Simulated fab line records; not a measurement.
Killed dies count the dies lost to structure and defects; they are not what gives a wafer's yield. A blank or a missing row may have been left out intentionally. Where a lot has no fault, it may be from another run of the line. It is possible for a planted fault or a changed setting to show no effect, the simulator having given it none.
Which tool is to blame? | flow n5-finfet | Sampling: 24 lots, 72 wafers, 6 of 1938 route steps

WHAT EACH GAUGE READ, for each wafer
N5_BEOL_M7_THK_MEAS_01. Usual: M7_ILD_THK 155.6 nm, standard deviation 1.9.
lot  | measured     | on            | M7_ILD_THK (nm)   | flag
L075 | day 8 20:07  | film-metro-01 | 156.4 155.6 154.8 |
L074 | day 8 22:29  | film-metro-01 | 154.7 153.5 158.3 |
L076 | day 9 07:02  | film-metro-01 | 154.5 154.5 158.2 |
L077 | day 9 12:01  | film-metro-02 | 158.8 158.7 157.1 |
L078 | day 9 17:38  | film-metro-02 | 153.5 152.5 155.1 |
L079 | day 10 06:59 | film-metro-02 | 155.1 157.0 155.6 |
L080 | day 10 08:27 | film-metro-02 | 152.4 155.6 156.3 |
L081 | day 11 00:14 | film-metro-01 | 156.8 156.5 155.5 |
L082 | day 11 00:19 | film-metro-02 | 155.9 153.6 158.1 |
L083 | day 11 11:11 | film-metro-02 | 156.2 155.4 159.4 |
L086 | day 11 16:38 | film-metro-02 | 157.0 157.1 158.6 |
L085 | day 11 17:13 | film-metro-02 | 152.2 151.0 154.1 |
L084 | day 11 17:42 | film-metro-02 | 157.1 155.5 153.9 |
L087 | day 12 02:04 | film-metro-02 | 155.7 155.3 157.4 |
L089 | day 12 12:47 | film-metro-02 | 156.4 157.0 155.4 |
L088 | day 12 13:23 | film-metro-01 | 156.7 155.6 158.9 |
L091 | day 12 21:04 | film-metro-01 | 155.6 158.0 158.1 |
L092 | day 13 02:59 | film-metro-01 | 154.7 155.9 156.9 |
L090 | day 13 03:56 | film-metro-01 | 155.1 156.9 158.8 |
L094 | day 14 06:32 | film-metro-01 | 153.4 152.8 155.6 |
L093 | day 14 07:01 | film-metro-02 | 151.2 154.8 155.0 |
L095 | day 14 07:30 | film-metro-01 | 155.3 155.5 156.7 |
L096 | day 14 08:17 | film-metro-01 | 153.8 157.5 157.6 |
L097 | day 14 08:23 | film-metro-02 | 151.4 152.0 154.0 |

N5_BEOL_M8_CD_MEAS_11 targets a cd of 38.5 nm. Usual: cd-nm 38.3 nm, standard deviation 0.36.
lot  | measured     | on        | cd-nm (nm)     | flag
L075 | day 9 07:31  | cd-sem-02 | 38.3 38.6 38.4 |
L074 | day 9 07:40  | cd-sem-01 | 37.9 38.2 38.5 |
L076 | day 9 16:25  | cd-sem-02 | 38.2 38.5 38.6 |
L077 | day 9 20:17  | cd-sem-02 | 38.1 38.4 38.3 |
L078 | day 10 10:33 | cd-sem-03 | 38.8 38.6 38.7 |
L079 | day 10 16:50 | cd-sem-02 | 38.1 38.2 39.5 |
L080 | day 10 18:21 | cd-sem-03 | 38.2 38.4 38.9 |
L081 | day 11 14:10 | cd-sem-02 | 38.8 38.1 38.5 |
L082 | day 11 14:14 | cd-sem-02 | 38.1 37.7 38.7 |
L083 | day 11 20:31 | cd-sem-02 | 38.3 37.9 37.8 |
L086 | day 12 00:16 | cd-sem-03 | 38.2 37.8 38.0 |
L085 | day 12 03:12 | cd-sem-03 | 38.7 37.9 38.0 |
L084 | day 12 04:18 | cd-sem-02 | 38.6 38.8 38.7 |
L087 | day 12 10:46 | cd-sem-03 | 38.4 38.5 38.0 |
L089 | day 12 23:19 | cd-sem-02 | 38.1 38.0 38.0 |
L088 | day 13 01:37 | cd-sem-01 | 38.4 37.7 38.4 |
L091 | day 13 04:55 | cd-sem-03 | 37.7 38.3 38.2 |
L092 | day 13 10:42 | cd-sem-03 | 38.2 38.9 39.0 |
L090 | day 13 12:01 | cd-sem-02 | 38.3 38.3 38.4 |
L094 | day 14 16:48 | cd-sem-03 | 38.7 38.3 38.3 |
L093 | day 14 17:11 | cd-sem-02 | 38.2 38.4 38.5 |
L095 | day 14 17:38 | cd-sem-02 | 38.3 38.2 38.4 |
L096 | day 14 17:49 | cd-sem-01 | 38.7 38.6 38.4 |
L097 | day 14 17:27 | cd-sem-03 | 38.0 38.6 38.1 |

N5_BEOL_M8_RS_MEAS_57: measurement is done with a four-point probe. Usual: M8_RS 0.284 ohm/sq, standard deviation 0.007.
lot  | measured     | on            | M8_RS (ohm/sq)    | flag
L075 | day 9 14:45  | film-metro-02 | 0.280 0.282 0.280 |
L074 | day 9 12:28  | film-metro-01 | 0.287 0.272 0.282 |
L076 | day 9 21:26  | film-metro-01 | 0.284 0.284 0.271 |
L077 | day 10 07:20 | film-metro-02 | 0.281 0.294 0.292 |
L078 | day 10 16:59 | film-metro-02 | 0.282 0.269 0.287 |
L079 | day 11 00:04 | film-metro-02 | 0.282 0.286 0.284 |
L080 | day 11 03:50 | film-metro-02 | 0.289 0.287 0.283 |
L081 | day 11 18:21 | film-metro-02 | 0.272 0.293 0.270 |
L082 | day 11 18:45 | film-metro-02 | 0.285 0.279 0.289 |
L083 | day 12 02:29 | film-metro-02 | 0.283 0.293 0.279 |
L086 | day 12 04:35 | film-metro-02 | 0.285 0.281 0.279 |
L085 | day 12 08:33 | film-metro-02 | 0.290 0.287 0.278 |
L084 | day 12 09:01 | film-metro-02 | 0.297 0.277 0.285 |
L087 | day 12 16:37 | film-metro-02 | 0.288 0.287 0.290 |
L089 | day 13 03:28 | film-metro-02 | 0.295 0.289 0.299 |
L088 | day 13 06:28 | film-metro-02 | 0.275 0.286 0.276 |
L091 | day 13 08:53 | film-metro-02 | 0.277 0.273 0.283 |
L092 | day 13 14:40 | film-metro-01 | 0.279 0.288 0.280 |
L090 | day 13 18:28 | film-metro-01 | 0.297 0.291 0.289 |
L094 | day 14 23:46 | film-metro-01 | 0.276 0.281 0.278 |
L093 | day 14 23:53 | film-metro-02 | 0.289 0.282 0.299 |
L095 | day 15 00:35 | film-metro-02 | 0.292 0.284 0.273 |
L096 | day 15 00:38 | film-metro-01 | 0.287 0.287 0.287 |
L097 | day 15 00:08 | film-metro-01 | 0.274 0.281 0.277 |

EACH LOT AND THE TOOL THAT RAN IT (in order: tool; ch and the chambers of the sampled wafers; start)
lot  | N5_BEOL_M7_HM_DEP_02         | N5_BEOL_M8_VIA_ETCH_34             | N5_BEOL_M8_CMP_52
L075 | pvd-sputter-02, day 8 22:58  | rie-diel-02 ch 0,2,3, day 9 10:29  | cmp-04 ch 1,3, day 9 14:16
L074 | pvd-sputter-02, day 8 23:22  | rie-diel-04 ch 0,1,2, day 9 10:07  | cmp-02 ch 1,3, day 9 12:04
L076 | pvd-sputter-03, day 9 07:39  | rie-diel-04 ch 0,2,3, day 9 18:45  | cmp-02 ch 1,3, day 9 21:01
L077 | pvd-sputter-02, day 9 13:55  | rie-diel-04 ch 1,2, day 10 03:37   | cmp-01 ch 2,3, day 10 06:54
L078 | pvd-sputter-01, day 9 19:18  | rie-diel-04 ch 1,2,3, day 10 12:55 | cmp-04 ch 0,1, day 10 16:32
L079 | pvd-sputter-03, day 10 07:26 | rie-diel-04 ch 0,3, day 10 20:15   | cmp-04 ch 0,3, day 10 23:38
L080 | pvd-sputter-03, day 10 08:34 | rie-diel-06 ch 1,3, day 10 23:38   | cmp-02 ch 0,1, day 11 03:24
L081 | pvd-sputter-01, day 11 02:02 | rie-diel-04 ch 1,2, day 11 15:20   | cmp-02 ch 2,3, day 11 17:58
L082 | pvd-sputter-03, day 11 02:02 | rie-diel-02 ch 2,3, day 11 15:39   | cmp-02 ch 0,3, day 11 18:19
L083 | pvd-sputter-01, day 11 13:35 | rie-diel-02 ch 1,2,3, day 11 22:45 | cmp-04 ch 0,1,3, day 12 02:05
L086 | pvd-sputter-02, day 11 17:14 | rie-diel-02 ch 0,1,2, day 12 01:33 | cmp-01 ch 0,3, day 12 04:10
L085 | pvd-sputter-01, day 11 17:29 | rie-diel-06 ch 0,2,3, day 12 04:49 | cmp-04 ch 0,1,2, day 12 08:07
L084 | pvd-sputter-03, day 11 17:48 | rie-diel-04 ch 1,2,3, day 12 06:01 | cmp-01 ch 0,2,3, day 12 08:34
L087 | pvd-sputter-02, day 12 02:47 | rie-diel-06 ch 0,1,2, day 12 13:51 | cmp-01 ch 0,1,2, day 12 16:11
L089 | pvd-sputter-03, day 12 14:09 | rie-diel-02 ch 0,1,2, day 13 00:49 | cmp-01 ch 0,1,3, day 13 03:07
L088 | pvd-sputter-03, day 12 14:15 | rie-diel-04 ch 0,2, day 13 03:01   | cmp-01 ch 0,1,3, day 13 06:03
L091 | pvd-sputter-02, day 12 22:35 | rie-diel-04 ch 2,3, day 13 06:22   | cmp-01 ch 0,2,3, day 13 08:35
L092 | pvd-sputter-03, day 13 03:30 | rie-diel-04 ch 0,1,2, day 13 11:59 | cmp-04 ch 0,2,3, day 13 14:18
L090 | pvd-sputter-02, day 13 04:31 | rie-diel-06 ch 1,2, day 13 13:14   | cmp-04 ch 0,3, day 13 18:02
L094 | pvd-sputter-01, day 14 06:38 | rie-diel-04 ch 0,3, day 14 20:23   | cmp-02 ch 1,2, day 14 23:21
L093 | pvd-sputter-01, day 14 07:11 | rie-diel-06 ch 1,2,3, day 14 20:27 | cmp-01 ch 0,3, day 14 23:28
L095 | pvd-sputter-03, day 14 08:41 | rie-diel-06 ch 0,2,3, day 14 20:50 | cmp-04 ch 0,1,2, day 15 00:11
L096 | pvd-sputter-01, day 14 09:41 | rie-diel-02 ch 1,2, day 14 20:53   | cmp-02 ch 0,1,3, day 15 00:13
L097 | pvd-sputter-01, day 14 09:56 | rie-diel-04 ch 2,3, day 14 20:47   | cmp-02 ch 1,2, day 14 23:45
- N5_BEOL_M7_HM_DEP_02: deposits TiN, target thk 20 nm.
- N5_BEOL_M8_VIA_ETCH_34: etches SiCOH lowk in C4F6/O2, target depth 125.5 nm, time 50.5 s.
- N5_BEOL_M8_CMP_52: polishes, stops on SiCOH lowk, t overpolish 6.9 s, target thk 80 nm.

AS READ BY THE TOOLS THEMSELVES (means over the sampled wafers that have a number; for cases with no such wafer, the mark the record gives instead)
N5_BEOL_M7_HM_DEP_02. Usual: throttle-valve-pct 30.1 %, standard deviation 0.42.
lot  | tool           | throttle-valve-pct (%) | flag
L075 | pvd-sputter-02 | 29.9                   |
L074 | pvd-sputter-02 | 30.1                   |
L076 | pvd-sputter-03 | 29.8                   |
L077 | pvd-sputter-02 | 29.9                   |
L078 | pvd-sputter-01 | 29.6                   |
L079 | pvd-sputter-03 | 29.9                   |
L080 | pvd-sputter-03 | 30.0                   |
L081 | pvd-sputter-01 | 30.2                   |
L082 | pvd-sputter-03 | 30.1                   |
L083 | pvd-sputter-01 | 30.2                   |
L086 | pvd-sputter-02 | 30.4                   |
L085 | pvd-sputter-01 | 30.4                   |
L084 | pvd-sputter-03 | 30.2                   |
L087 | pvd-sputter-02 | 30.0                   |
L089 | pvd-sputter-03 | 29.8                   |
L088 | pvd-sputter-03 | 30.0                   |
L091 | pvd-sputter-02 | 30.1                   |
L092 | pvd-sputter-03 | 30.0                   |
L090 | pvd-sputter-02 | 30.1                   |
L094 | pvd-sputter-01 | 30.5                   |
L093 | pvd-sputter-01 | 29.7                   |
L095 | pvd-sputter-03 | 29.9                   |
L096 | pvd-sputter-01 | 30.6                   |
L097 | pvd-sputter-01 | 29.7                   |

N5_BEOL_M8_VIA_ETCH_34. Usual: drypump-motor-current-A 5.6 A, standard deviation 0.5; oes-product-au 0.81 a.u., standard deviation 0.071; rf-vpp-V 665 V, standard deviation 6.3; showerhead-plenum-p-Torr 2.86 Torr, standard deviation 0.07; throttle-valve-pct 20.81 %, standard deviation 0.17.
lot  | tool        | drypump-motor-current-A (A) | oes-product-au (a.u.) | rf-vpp-V (V) | showerhead-plenum-p-Torr (Torr) | throttle-valve-pct (%) | flag
L075 | rie-diel-02 | 5.3                         | 0.86                  | 665          | 2.96                            | 20.81                  |
L074 | rie-diel-04 | 5.7                         | 0.81                  | 666          | 2.87                            | 20.71                  |
L076 | rie-diel-04 | 5.6                         | 0.84                  | 669          | 2.89                            | 20.68                  |
L077 | rie-diel-04 | 5.4                         | 0.76                  | 660          | 2.84                            | 20.88                  |
L078 | rie-diel-04 | 5.4                         | 0.79                  | 665          | 2.85                            | 20.87                  |
L079 | rie-diel-04 | 6.0                         | 0.80                  | 673          | 2.88                            | 20.63                  |
L080 | rie-diel-06 | 5.2                         | 0.81                  | 663          | 2.87                            | 20.94                  |
L081 | rie-diel-04 | 5.3                         | 0.81                  | 662          | 2.86                            | 20.80                  |
L082 | rie-diel-02 | 5.2                         | 0.80                  | 663          | 2.89                            | 20.90                  |
L083 | rie-diel-02 | 5.8                         | 0.84                  | 662          | 2.87                            | 20.79                  |
L086 | rie-diel-02 | 5.5                         | 0.85                  | 660          | 2.88                            | 20.87                  |
L085 | rie-diel-06 | 5.6                         | 0.83                  | 660          | 2.79                            | 20.84                  |
L084 | rie-diel-04 | 5.4                         | 0.77                  | 664          | 2.85                            | 20.91                  |
L087 | rie-diel-06 | 5.7                         | 0.78                  | 663          | 2.82                            | 20.92                  |
L089 | rie-diel-02 | 5.6                         | 0.85                  | 660          | 2.88                            | 20.87                  |
L088 | rie-diel-04 | 5.9                         | 0.80                  | 671          | 2.88                            | 20.58                  |
L091 | rie-diel-04 | 5.3                         | 0.81                  | 666          | 2.87                            | 20.82                  |
L092 | rie-diel-04 | 5.6                         | 0.77                  | 665          | 2.85                            | 20.75                  |
L090 | rie-diel-06 | 5.6                         | 0.82                  | 665          | 2.85                            | 20.92                  |
L094 | rie-diel-04 | 5.8                         | 0.75                  | 673          | 2.85                            | 20.85                  |
L093 | rie-diel-06 | 5.5                         | 0.83                  | 661          | 2.81                            | 20.87                  |
L095 | rie-diel-06 | 5.6                         | 0.90                  | 661          | 2.78                            | 20.76                  |
L096 | rie-diel-02 | 5.6                         | 0.78                  | 657          | 2.81                            | 20.96                  |
L097 | rie-diel-04 | 5.3                         | 0.79                  | 666          | 2.86                            | 20.83                  |

N5_BEOL_M8_CMP_52. Usual: barrier-field-endpoint-s 29.1 s, standard deviation 0.64; clearing-platen-down-force-psi 1.5004 psi, standard deviation 0.0028; motor-current-A 6.3 A, standard deviation 0.62; overpolish-run-s 6.901 s, standard deviation 0.0095; time-to-endpoint-s 62.4 s, standard deviation 2.1.
lot  | tool   | barrier-field-endpoint-s (s) | clearing-platen-down-force-psi (psi) | motor-current-A (A) | overpolish-run-s (s) | time-to-endpoint-s (s) | flag
L075 | cmp-04 | 29.1                         | 1.4975                               | 6.3                 | 6.900                | 63.2                   |
L074 | cmp-02 | 29.5                         | 1.5012                               | 6.8                 | 6.900                | 62.7                   |
L076 | cmp-02 | 29.2                         | 1.4984                               | 7.3                 | 6.901                | 62.7                   |
L077 | cmp-01 | 28.9                         | 1.4975                               | 5.6                 | 6.894                | 61.5                   |
L078 | cmp-04 | 29.8                         | 1.4981                               | 6.1                 | 6.901                | 63.1                   |
L079 | cmp-04 | 30.0                         | 1.5025                               | 6.0                 | 6.911                | 64.7                   |
L080 | cmp-02 | 29.3                         | 1.5000                               | 6.6                 | 6.905                | 61.4                   |
L081 | cmp-02 | 30.2                         | 1.4998                               | 7.4                 | 6.890                | 64.7                   |
L082 | cmp-02 | 29.4                         | 1.5011                               | 7.3                 | 6.903                | 62.2                   |
L083 | cmp-04 | 28.7                         | 1.5008                               | 6.1                 | 6.888                | 60.9                   |
L086 | cmp-01 | 28.5                         | 1.5018                               | 5.8                 | 6.905                | 60.0                   |
L085 | cmp-04 | 28.6                         | 1.5026                               | 6.0                 | 6.893                | 62.2                   |
L084 | cmp-01 | 28.6                         | 1.4984                               | 5.6                 | 6.905                | 61.3                   |
L087 | cmp-01 | 28.7                         | 1.5012                               | 5.7                 | 6.894                | 62.0                   |
L089 | cmp-01 | 29.3                         | 1.4993                               | 6.2                 | 6.900                | 64.3                   |
L088 | cmp-01 | 28.7                         | 1.5013                               | 6.1                 | 6.904                | 61.1                   |
L091 | cmp-01 | 28.7                         | 1.5012                               | 5.6                 | 6.910                | 60.2                   |
L092 | cmp-04 | 28.8                         | 1.5000                               | 6.1                 | 6.902                | 62.6                   |
L090 | cmp-04 | 28.4                         | 1.5017                               | 6.0                 | 6.907                | 62.5                   |
L094 | cmp-02 | 29.0                         | 1.4989                               | 6.3                 | 6.894                | 64.7                   |
L093 | cmp-01 | 28.7                         | 1.5002                               | 5.8                 | 6.895                | 59.4                   |
L095 | cmp-04 | 28.8                         | 1.4987                               | 6.3                 | 6.896                | 61.5                   |
L096 | cmp-02 | 29.3                         | 1.5011                               | 6.9                 | 6.901                | 63.3                   |
L097 | cmp-02 | 29.5                         | 1.5029                               | 6.3                 | 6.899                | 61.5                   |

THE ANSWER, worked out from the rows above alone
Rule: take the mean of a lot's wafers that have a number; if it is more than 3 standard deviations from the usual mean, the lot is off. Also off: a lot with no number at a reading for which 4 or more lots have one. Any other lot the step has rows for is counted as sound. First the gauges in route order, then the tools' own readings, where a lot's mean is used as printed above. At the first step where some lot is off, the reading lying furthest off is the one used; lots without a number count as furthest.
No lot is off on any of the readings shown, so nothing can be concluded from this.

WHAT THE SIMULATOR HAD INSERTED
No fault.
